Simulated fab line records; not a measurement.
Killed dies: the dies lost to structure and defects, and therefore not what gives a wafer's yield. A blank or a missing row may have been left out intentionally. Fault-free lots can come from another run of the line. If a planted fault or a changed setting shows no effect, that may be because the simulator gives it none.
fab line records	flow n5-finfet	part 1 of 2: steps 1 to 15 of 26
[record] lots = 5	wafers = 15	last-day = 17
route steps=1938 shown DUMMY_GATE@236 SPACER0@258
lots that met no fault: taken from a fault-free run of the same line
start-h: hours from the record's first day to the start of the lot's first wafer shown	wait-h: hours from the lot's prior step to this one	" the same as in the row above	L1.1+2: one row covering several wafers at once	- value missing, or start not given	* or withheld: withheld	< > ~ a bound
route shown NAME@n: NAME is a module with steps in the file, n the number in the route of the first one	usual: mean/standard deviation taken from wafers without a fault	same: alike in all rows	chamber/n: place in a boat	sites: the reading at each site	_std_site: the values' standard deviation	_edge_site: mean of outer sites minus mean of inner sites	radius-mm: how far each site lies from the wafer's centre	mask NAME#n: copy n	behind: the most recent tool/chamber to have shaped the wafer	hold: reason for holding the lot/hours on hold/outcome of the hold	device: the transistor (n, p or np) that didn't switch	end of line: tests run on the same wafers once the route is complete	for a step that has no rows: nothing shown but its recipe	killed: at the first sort, the dies lost to defects and structure; wafer yield is something else	map: a wafer's dies, marking killed ones x, the rest . and places with no die _
set.NAME: setting as actually run; set.NAME@STEP: the setting as run at that earlier step	model.NAME: the simulator's own value behind a step, which no gauge read
lots at selected steps of the route; one table per step, one row per wafer
services: when a tool's chamber went out of use (start-h, in hours from the record's first day, below 0 if earlier), for how many hours, and the reason
[[steps]]
[step N5_DUMMY_GATE_ETCH_36]
[recipe] chemistry = CF4	target = SiARC	target-depth-a = 130	pressure-mtorr = 40	source-w = 545	bias-w = 36	Ar_flow_sccm = 100	cf4-flow-sccm = 100	ion-energy-ev = 80
[usual] drypump-motor-current-A = 5.7/0.39	oes-product-au = 0.78/0.077	rf-vpp-V = 184.0/1.2	showerhead-plenum-p-Torr = 2.14/0.072	throttle-valve-pct = 15.65/0.2
lot.wafer	tool	chamber	start-h	wait-h	drypump-motor-current-A	oes-product-au	rf-hours-counter-h	rf-vpp-V	showerhead-plenum-p-Torr	throttle-valve-pct
L076.3	rie-diel-04	3	59.09	0.0	6.0	0.72	235	182.1	2.11	15.85
L076.5	"	1	"	"	6.2	0.86	-	183.1	2.17	15.46
L076.6	"	2	"	"	5.5	0.68	-	184.8	2.21	15.88
L078.1	rie-diel-02	2	69.89	0.0	5.7	0.71	185	183.3	2.13	15.56
L078.4	"	0	"	"	5.0	0.82	110	181.9	2.00	15.65
L078.5	"	3	"	"	5.4	0.76	-	184.6	2.15	15.59
L087.4	rie-diel-03	0	125.94	0.0	5.4	0.73	167	183.9	2.15	16.03
L087.5	"	0	"	"	5.4	0.74	-	184.0	2.15	16.02
L087.6	"	1	"	"	5.8	0.70	-	185.5	2.19	15.88
L088.2	rie-diel-02	0	129.12	0.0	5.0	0.80	132	183.0	1.99	15.70
L088.5	"	2	"	"	5.8	0.70	-	184.6	2.13	15.60
L088.6	"	3	"	"	5.4	0.74	-	183.5	2.14	15.62
L097.1	rie-diel-02	0	184.78	0.0	5.0	0.77	149	181.5	1.98	15.73
L097.4	"	1	"	"	5.2	0.90	27	183.9	2.09	15.18
L097.6	"	0	"	"	5.0	0.78	-	182.4	1.98	15.73
[step N5_DUMMY_GATE_ETCH_37]
[recipe] chemistry = N2/H2	target = SOC	target-depth-a = 600	overetch-a = 300	temp-c = 40	ion-energy-ev = 200	pressure-mtorr = 30	source-w = 840	bias-w = 150	n2-flow-sccm = 200	h2-flow-sccm = 200
[usual] drypump-motor-current-A = 5.7/0.4	h2-flow-sccm = 200.0/0.58	oes-product-au = 0.62/0.058	rf-vpp-V = 523.6/2.7	showerhead-plenum-p-Torr = 2.54/0.088	throttle-valve-pct = 17.85/0.2
lot.wafer	tool	chamber	start-h	wait-h	drypump-motor-current-A	h2-flow-sccm	oes-product-au	rf-hours-counter-h	rf-vpp-V	showerhead-plenum-p-Torr	throttle-valve-pct
L076.3	rie-diel-04	3	59.13	0.0	6.0	199.6	0.57	235	522.5	2.50	17.96
L076.5	"	1	"	"	6.2	199.8	0.65	-	525.6	2.58	17.70
L076.6	"	2	"	"	5.5	199.3	0.55	-	525.0	2.61	17.96
L078.1	rie-diel-02	2	69.93	0.0	5.8	200.0	0.56	185	522.4	2.54	17.78
L078.4	"	0	"	"	5.0	199.1	0.64	110	517.7	2.37	17.92
L078.5	"	3	"	"	5.5	199.8	0.60	-	524.1	2.55	17.70
L087.4	rie-diel-03	0	125.98	0.0	5.4	199.7	0.58	168	524.9	2.53	18.24
L087.5	"	0	"	"	5.4	199.5	0.59	-	523.3	2.53	18.25
L087.6	"	1	"	"	5.8	200.8	0.54	-	525.9	2.62	18.20
L088.2	rie-diel-02	0	129.16	0.0	5.0	200.2	0.62	132	519.6	2.37	17.96
L088.5	"	2	"	"	5.8	199.7	0.56	-	523.1	2.53	17.82
L088.6	"	3	"	"	5.5	200.1	0.60	-	522.3	2.54	17.74
L097.1	rie-diel-02	0	184.82	0.0	5.0	201.0	0.62	149	520.0	2.36	17.98
L097.4	"	1	"	"	5.2	199.3	0.70	27	522.4	2.49	17.51
L097.6	"	0	"	"	5.0	200.0	0.61	-	517.6	2.36	18.00
[step N5_DUMMY_GATE_STRIP_38]
[recipe] chemistry = N2/H2	temp-c = 40	n2-flow-sccm = 200	h2-flow-sccm = 200	rf-frequency-hz = 6e+07
lot.wafer	tool	chamber	start-h	wait-h
L076.3+5+6	rie-diel-04	3,1,2	59.17	0.0
L078.1+4+5	rie-diel-02	2,0,3	69.97	0.0
L087.4+5+6	rie-diel-03	0,0,1	126.02	0.0
L088.2+5+6	rie-diel-02	0,2,3	129.20	0.0
L097.1+4+6	rie-diel-02	0,1,0	184.86	0.0
[step N5_DUMMY_GATE_STRIP_39]
[recipe] chemistry = N2/H2	temp-c = 40	n2-flow-sccm = 200	h2-flow-sccm = 200	rf-frequency-hz = 6e+07
lot.wafer	tool	chamber	start-h	wait-h
L076.3+5+6	rie-diel-04	3,1,2	59.18	0.0
L078.1+4+5	rie-diel-02	2,0,3	69.98	0.0
L087.4+5+6	rie-diel-03	0,0,1	126.03	0.0
L088.2+5+6	rie-diel-02	0,2,3	129.21	0.0
L097.1+4+6	rie-diel-02	0,1,0	184.87	0.0
[step N5_DUMMY_GATE_TRIM_49]
[recipe] chemistry = O2	resist = SOC	time-s = 29	target-cd-nm = 14	source-power-w = 300	bias-power-w = 0	O2_flow_sccm = 100	temp-c = 20
[usual] drypump-motor-current-A = 5.9/0.41	oes-product-au = 0.993/0.021	throttle-valve-pct = 8.12/0.14
lot.wafer	tool	chamber	start-h	wait-h	drypump-motor-current-A	oes-product-au	rf-hours-counter-h	throttle-valve-pct
L076.3	rie-si-01	1	59.21	0.0	5.3	1.013	56	8.21
L076.5	"	3	"	"	6.5	0.979	-	8.14
L076.6	"	2	"	"	6.2	0.975	-	8.42
L078.1	rie-si-02	2	70.01	0.0	5.2	0.959	152	8.32
L078.4	"	0	"	"	6.0	1.031	18	8.07
L078.5	"	2	"	"	5.2	0.967	-	8.32
L087.4	rie-si-01	2	126.10	0.1	6.2	0.983	-	8.42
L087.5	"	3	"	"	6.5	0.974	-	8.12
L087.6	"	0	"	"	5.4	1.016	-	8.13
L088.2	rie-si-02	3	129.25	0.0	6.1	1.009	104	8.11
L088.5	"	2	"	"	5.2	0.977	-	8.33
L088.6	"	3	"	"	6.1	1.015	-	8.13
L097.1	rie-si-04	2	184.90	0.0	5.9	0.977	5	8.13
L097.4	"	3	"	"	5.9	0.998	7	7.84
L097.6	"	1	"	"	6.5	1.003	-	7.98
[step N5_DUMMY_GATE_STRIP_40]
[recipe] chemistry = CF4	resist = SiARC	power-w = 300	bias-power-w = 75	pressure-mtorr = 50	cf4-flow-sccm = 150	rf-frequency-hz = 6e+07
[usual] drypump-motor-current-A = 5.7/0.45	oes-product-au = 0.77/0.072	rf-vpp-V = 270.7/1.7	showerhead-plenum-p-Torr = 1.78/0.064	throttle-valve-pct = 13.61/0.21
lot.wafer	tool	chamber	start-h	wait-h	drypump-motor-current-A	oes-product-au	rf-hours-counter-h	rf-vpp-V	showerhead-plenum-p-Torr	throttle-valve-pct
L076.3	rie-diel-02	1	59.37	0.1	5.2	0.68	245	270.0	1.76	13.63
L076.5	"	3	"	"	5.5	0.76	-	271.8	1.80	13.56
L076.6	"	0	"	"	5.0	0.80	-	267.6	1.67	13.60
L078.1	rie-diel-02	0	70.17	0.1	5.0	0.80	110	267.8	1.67	13.60
L078.4	"	2	"	"	5.7	0.71	185	271.5	1.78	13.52
L078.5	"	1	"	"	5.2	0.68	-	271.8	1.76	13.62
L087.4	rie-diel-04	2	126.16	0.0	5.5	0.68	238	271.8	1.85	13.95
L087.5	"	2	"	"	5.5	0.67	-	272.0	1.85	13.92
L087.6	"	1	"	"	6.2	0.81	-	272.1	1.82	13.45
L088.2	rie-diel-02	1	129.56	0.3	5.2	0.92	10	269.5	1.76	13.10
L088.5	"	3	"	"	5.4	0.74	-	271.9	1.80	13.59
L088.6	"	0	"	"	5.0	0.79	-	267.4	1.66	13.64
L097.1	rie-diel-02	0	185.01	0.1	5.0	0.76	149	269.0	1.66	13.68
L097.4	"	3	"	"	5.4	0.73	162	271.5	1.79	13.64
L097.6	"	3	"	"	5.4	0.72	-	270.8	1.79	13.65
[step N5_DUMMY_GATE_CD_MEAS_50]
[recipe] target-cd-nm = 14
[usual] cd-nm = 14.0/0.37
lot.wafer	tool	chamber	start-h	wait-h	cd-nm
L076.3	cd-sem-03	-	59.43	0.0	14.7
L076.5	"	-	"	"	14.0
L076.6	"	-	"	"	14.8
L078.1	cd-sem-01	-	70.22	0.0	14.3
L078.4	"	-	"	"	14.1
L078.5	"	-	"	"	14.1
L087.4	cd-sem-03	-	126.22	0.0	14.8
L087.5	"	-	"	"	14.0
L087.6	"	-	"	"	13.5
L088.2	cd-sem-03	-	129.61	0.0	14.2
L088.5	"	-	"	"	14.5
L088.6	"	-	"	"	13.9
L097.1	cd-sem-01	-	185.06	0.0	14.4
L097.4	"	-	"	"	13.1
L097.6	"	-	"	"	14.2
[step N5_DUMMY_GATE_ETCH_31]
[recipe] chemistry = C4F6/O2	target = SiO2	mask-material = SOC	target-depth-a = 825	time-s = 27.5	ion-energy-ev = 250	pressure-mtorr = 30	source-w = 345	bias-w = 185	Ar_flow_sccm = 300	C4F6_flow_sccm = 10	O2_flow_sccm = 10
[usual] drypump-motor-current-A = 5.7/0.4	oes_f_703_au = 0.78/0.073	oes-product-au = 0.78/0.073	rf-vpp-V = 663/12	showerhead-plenum-p-Torr = 2.85/0.099	throttle-valve-pct = 21.26/0.19
lot.wafer	tool	chamber	start-h	wait-h	drypump-motor-current-A	oes_f_703_au	oes-product-au	rf-hours-counter-h	rf-vpp-V	showerhead-plenum-p-Torr	throttle-valve-pct
L076.3	rie-diel-02	2	59.47	0.0	5.8	0.71	0.71	182	677	2.84	21.04
L076.5	"	3	"	"	5.5	0.74	0.76	-	689	2.86	21.13
L076.6	"	2	"	"	5.7	0.71	0.71	-	678	2.84	21.05
L078.1	rie-diel-03	2	70.30	0.1	5.7	0.90	0.92	20	658	2.89	21.07
L078.4	"	0	"	"	5.4	0.75	0.76	149	666	2.86	21.58
L078.5	"	1	"	"	5.8	0.73	0.71	-	659	2.94	21.47
L087.4	rie-diel-04	0	126.26	0.0	6.4	0.80	0.79	93	674	2.68	21.37
L087.5	"	0	"	"	6.4	0.79	0.80	-	674	2.68	21.35
L087.6	"	1	"	"	6.2	0.85	0.82	-	653	2.88	21.09
L088.2	rie-diel-03	1	129.65	0.0	5.8	0.71	0.69	247	659	2.93	21.50
L088.5	"	0	"	"	5.4	0.74	0.73	-	665	2.85	21.58
L088.6	"	3	"	"	6.3	0.85	0.83	-	650	3.02	21.33
L097.1	rie-diel-03	3	185.11	0.0	6.3	0.83	0.82	104	650	3.01	21.34
L097.4	"	0	"	"	5.4	0.72	0.73	187	664	2.84	21.63
L097.6	"	2	"	"	5.7	0.84	0.85	-	656	2.87	21.11
[step N5_DUMMY_GATE_STRIP_41]
[recipe] chemistry = O2	power-w = 400	temp-c = 40	pressure-mtorr = 30	rf-frequency-hz = 6e+07	bias-power-w = 0	overash-fraction = 0.3	o2-flow-sccm = 225
[usual] drypump-motor-current-A = 5.7/0.4	oes-product-au = 0.78/0.073	rf-vpp-V = 3.7/0.47	showerhead-plenum-p-Torr = 2.10/0.077	throttle-valve-pct = 16.73/0.22
lot.wafer	tool	chamber	start-h	wait-h	drypump-motor-current-A	oes-product-au	rf-hours-counter-h	rf-vpp-V	showerhead-plenum-p-Torr	throttle-valve-pct
L076.3	rie-diel-02	2	59.52	0.0	5.7	0.70	182	3.6	2.07	16.47
L076.5	"	3	"	"	5.5	0.77	-	3.1	2.12	16.68
L076.6	"	2	"	"	5.8	0.71	-	3.7	2.07	16.47
L078.1	rie-diel-03	2	70.34	0.0	5.7	0.92	20	3.5	2.14	16.56
L078.4	"	0	"	"	5.4	0.75	149	4.0	2.12	17.12
L078.5	"	1	"	"	5.8	0.70	-	2.5	2.15	16.90
L087.4	rie-diel-04	0	126.30	0.0	6.3	0.80	93	4.1	1.95	16.70
L087.5	"	0	"	"	6.3	0.80	-	4.1	1.95	16.72
L087.6	"	1	"	"	6.2	0.82	-	3.7	2.10	16.44
L088.2	rie-diel-03	1	129.70	0.0	5.8	0.69	247	4.1	2.15	16.91
L088.5	"	0	"	"	5.4	0.73	-	4.5	2.11	17.15
L088.6	"	3	"	"	6.3	0.84	-	3.7	2.21	16.67
L097.1	rie-diel-03	3	185.16	0.0	6.3	0.81	104	3.0	2.20	16.69
L097.4	"	0	"	"	5.4	0.71	187	3.1	2.11	17.17
L097.6	"	2	"	"	5.7	0.84	-	3.4	2.12	16.63
[step N5_DUMMY_GATE_HM_OPEN_21]
[recipe] chemistry = CH3F/O2	target = SiNx	target-depth-a = 1200	Ar_flow_sccm = 150	CH3F_flow_sccm = 30	O2_flow_sccm = 23	time-s = 171.4	pressure-mtorr = 30	source-w = 395	bias-w = 73	ion-energy-ev = 120.7
[usual] drypump-motor-current-A = 5.7/0.4	oes_f_703_au = 0.78/0.076	oes-product-au = 0.78/0.072	rf-vpp-V = 298/5.5	showerhead-plenum-p-Torr = 2.02/0.073	throttle-valve-pct = 16.54/0.18
lot.wafer	tool	chamber	start-h	wait-h	drypump-motor-current-A	oes_f_703_au	oes-product-au	rf-hours-counter-h	rf-vpp-V	showerhead-plenum-p-Torr	throttle-valve-pct
L076.3	rie-diel-02	2	59.56	0.0	5.8	0.72	0.71	182	304	2.02	16.40
L076.5	"	3	"	"	5.4	0.75	0.77	-	310	2.03	16.41
L076.6	"	2	"	"	5.7	0.72	0.71	-	304	2.02	16.37
L078.1	rie-diel-03	2	70.38	0.0	5.7	0.90	0.93	20	295	2.06	16.34
L078.4	"	0	"	"	5.4	0.75	0.76	149	299	2.03	16.81
L078.5	"	1	"	"	5.8	0.73	0.71	-	295	2.08	16.75
L087.4	rie-diel-04	0	126.34	0.0	6.3	0.80	0.80	93	303	1.89	16.58
L087.5	"	0	"	"	6.3	0.80	0.80	-	304	1.89	16.59
L087.6	"	1	"	"	6.2	0.86	0.82	-	294	2.04	16.34
L088.2	rie-diel-03	1	129.74	0.0	5.8	0.72	0.69	247	296	2.08	16.75
L088.5	"	0	"	"	5.4	0.73	0.73	-	301	2.02	16.85
L088.6	"	3	"	"	6.3	0.86	0.83	-	293	2.14	16.54
L097.1	rie-diel-03	3	185.20	0.0	6.3	0.84	0.81	105	293	2.14	16.58
L097.4	"	0	"	"	5.4	0.72	0.72	187	299	2.01	16.88
L097.6	"	2	"	"	5.7	0.84	0.86	-	294	2.04	16.41
[step N5_DUMMY_GATE_ETCH_32]
[recipe] chemistry = CF4	target = SiO2	target-depth-a = 35	time-s = 3.9	ion-energy-ev = 350	pressure-mtorr = 10	icp-w = 800	bias-w = 400	cf4-flow-sccm = 80
[usual] drypump-motor-current-A = 5.9/0.41	oes-product-au = 0.999/0.023	throttle-valve-pct = 21.72/0.16
lot.wafer	tool	chamber	start-h	wait-h	drypump-motor-current-A	oes-product-au	rf-hours-counter-h	throttle-valve-pct
L076.3	rie-si-04	3	59.72	0.1	6.0	0.993	5	21.38
L076.5	"	3	"	"	5.9	1.002	-	21.38
L076.6	"	0	"	"	5.8	0.962	-	21.76
L078.1	rie-si-01	2	70.55	0.1	6.2	0.996	195	22.07
L078.4	"	3	"	"	6.5	0.994	73	21.97
L078.5	"	2	"	"	6.2	0.980	-	22.07
L087.4	rie-si-04	3	126.50	0.1	5.9	0.996	6	21.39
L087.5	"	1	"	"	6.5	0.985	-	21.61
L087.6	"	2	"	"	5.9	0.986	-	21.95
L088.2	rie-si-01	0	129.90	0.1	5.4	1.037	39	21.72
L088.5	"	3	"	"	6.5	0.973	-	21.96
L088.6	"	0	"	"	5.4	1.028	-	21.73
L097.1	rie-si-02	3	185.36	0.1	6.1	1.029	106	21.67
L097.4	"	1	"	"	6.2	0.993	22	21.58
L097.6	"	3	"	"	6.1	1.037	-	21.68
[step N5_DUMMY_GATE_ETCH_23]
[recipe] chemistry = HBr/Cl2/O2	HBr_flow_sccm = 150	Cl2_flow_sccm = 80	O2_flow_sccm = 12	bias-w = 102	target-depth-a = 410	time-s = 22.3	target = poly-Si	mask-material = SiO2	pressure-mtorr = 10	icp-w = 800
[usual] drypump-motor-current-A = 5.9/0.41	oes-product-au = 1.000/0.023	throttle-valve-pct = 37.1/0.33
lot.wafer	tool	chamber	start-h	wait-h	drypump-motor-current-A	oes-product-au	rf-hours-counter-h	throttle-valve-pct
L076.3	rie-si-04	3	59.75	0.0	5.9	1.001	5	36.7
L076.5	"	3	"	"	5.9	1.004	-	36.7
L076.6	"	0	"	"	5.8	0.972	-	37.3
L078.1	rie-si-01	2	70.58	0.0	6.2	0.986	195	37.5
L078.4	"	3	"	"	6.5	0.975	73	37.8
L078.5	"	2	"	"	6.2	0.986	-	37.5
L087.4	rie-si-04	3	126.54	0.0	6.0	0.988	6	36.7
L087.5	"	1	"	"	6.5	0.992	-	37.2
L087.6	"	2	"	"	5.9	0.990	-	37.4
L088.2	rie-si-01	0	129.93	0.0	5.4	1.024	39	37.4
L088.5	"	3	"	"	6.5	0.976	-	37.8
L088.6	"	0	"	"	5.4	1.030	-	37.4
L097.1	rie-si-02	3	185.39	0.0	6.1	1.024	106	37.2
L097.4	"	1	"	"	6.2	1.002	22	36.5
L097.6	"	3	"	"	6.1	1.030	-	37.1
[step N5_DUMMY_GATE_ETCH_44]
[recipe] chemistry = HBr/O2	over-etch-frac = 0.7	target-depth-a = 1275	stop-on = SiO2	ion-energy-ev = 60	bias-w = 20	target = poly-Si	mask-material = SiO2	pressure-mtorr = 20	icp-w = 400	HBr_flow_sccm = 120	O2_flow_sccm = 10
[usual] drypump-motor-current-A = 5.9/0.41	oes-product-au = 0.725/0.015	throttle-valve-pct = 18.46/0.17
lot.wafer	tool	chamber	start-h	wait-h	drypump-motor-current-A	oes-product-au	rf-hours-counter-h	throttle-valve-pct
L076.3	rie-si-04	3	59.81	0.0	6.0	0.718	5	18.18
L076.5	"	3	"	"	6.0	0.709	-	18.17
L076.6	"	0	"	"	5.8	0.710	-	18.48
L078.1	rie-si-01	2	70.63	0.0	6.2	0.708	195	18.65
L078.4	"	3	"	"	6.5	0.701	73	18.65
L078.5	"	2	"	"	6.2	0.718	-	18.65
L087.4	rie-si-04	3	126.59	0.0	5.9	0.715	6	18.18
L087.5	"	1	"	"	6.5	0.706	-	18.40
L087.6	"	2	"	"	5.9	0.709	-	18.56
L088.2	rie-si-01	0	129.99	0.0	5.4	0.737	39	18.64
L088.5	"	3	"	"	6.5	0.720	-	18.67
L088.6	"	0	"	"	5.4	0.728	-	18.63
L097.1	rie-si-02	3	185.45	0.0	6.1	0.742	106	18.42
L097.4	"	1	"	"	6.2	0.730	22	18.12
L097.6	"	3	"	"	6.1	0.742	-	18.42
[step N5_DUMMY_GATE_CD_MEAS_24]
[recipe] target-cd-nm = 15
[usual] cd-nm = 15.0/0.45
lot.wafer	tool	chamber	start-h	wait-h	cd-nm
L076.3	cd-sem-02	-	59.92	0.1	15.6
L076.5	"	-	"	"	14.7
L076.6	"	-	"	"	16.3
L078.1	cd-sem-03	-	70.74	0.1	15.2
L078.4	"	-	"	"	15.4
L078.5	"	-	"	"	15.4
L087.4	cd-sem-02	-	126.71	0.1	16.0
L087.5	"	-	"	"	14.9
L087.6	"	-	"	"	14.7
L088.2	cd-sem-03	-	130.10	0.1	15.2
L088.5	"	-	"	"	15.1
L088.6	"	-	"	"	14.4
L097.1	cd-sem-01	-	185.56	0.1	15.5
L097.4	"	-	"	"	14.1
L097.6	"	-	"	"	15.6
[step N5_DUMMY_GATE_ETCH_42]
[recipe] chemistry = CHF3/O2	target = SiO2	target-depth-a = 35	time-s = 31	ion-energy-ev = 30	bias-w = 12	pressure-mtorr = 30	source-w = 600	Ar_flow_sccm = 200	CHF3_flow_sccm = 50	O2_flow_sccm = 5
[usual] CHF3_flow_sccm = 49.99/0.17	drypump-motor-current-A = 5.7/0.41	oes_f_703_au = 0.79/0.081	oes-product-au = 0.79/0.083	rf-vpp-V = 42.2/0.89	showerhead-plenum-p-Torr = 2.42/0.087	throttle-valve-pct = 18.85/0.2
lot.wafer	tool	chamber	start-h	wait-h	CHF3_flow_sccm	drypump-motor-current-A	oes_f_703_au	oes-product-au	rf-hours-counter-h	rf-vpp-V	showerhead-plenum-p-Torr	throttle-valve-pct
L076.3	rie-diel-04	2	59.97	0.0	49.89	5.5	0.68	0.68	226	42.6	2.48	18.96
L076.5	"	2	"	"	49.92	5.5	0.68	0.68	-	42.9	2.48	18.95
L076.6	"	1	"	"	50.12	6.2	0.87	0.85	-	42.7	2.44	18.63
L078.1	rie-diel-02	1	70.84	0.1	50.02	5.2	0.67	0.66	248	41.5	2.37	18.76
L078.4	"	2	"	"	50.03	5.8	0.71	0.71	185	43.5	2.40	18.66
L078.5	"	1	"	"	49.86	5.2	0.67	0.67	-	40.3	2.37	18.76
L087.4	rie-diel-04	0	126.75	0.0	49.96	6.3	0.80	0.80	93	42.2	2.26	18.89
L087.5	"	1	"	"	49.99	6.2	0.86	0.82	-	42.7	2.44	18.66
L087.6	"	2	"	"	50.35	5.5	0.67	0.67	-	40.8	2.47	18.97
L088.2	rie-diel-03	3	130.15	0.0	49.85	6.3	0.86	0.84	85	42.9	2.55	18.87
L088.5	"	0	"	"	50.04	5.4	0.74	0.73	-	42.3	2.41	19.20
L088.6	"	1	"	"	49.88	5.8	0.70	0.69	-	43.7	2.48	19.09
L097.1	rie-diel-02	1	185.61	0.0	50.01	5.2	0.88	0.89	27	41.4	2.36	18.42
L097.4	"	2	"	"	49.84	5.8	0.68	0.68	227	42.8	2.38	18.74
L097.6	"	0	"	"	50.02	5.0	0.80	0.78	-	42.0	2.23	18.91
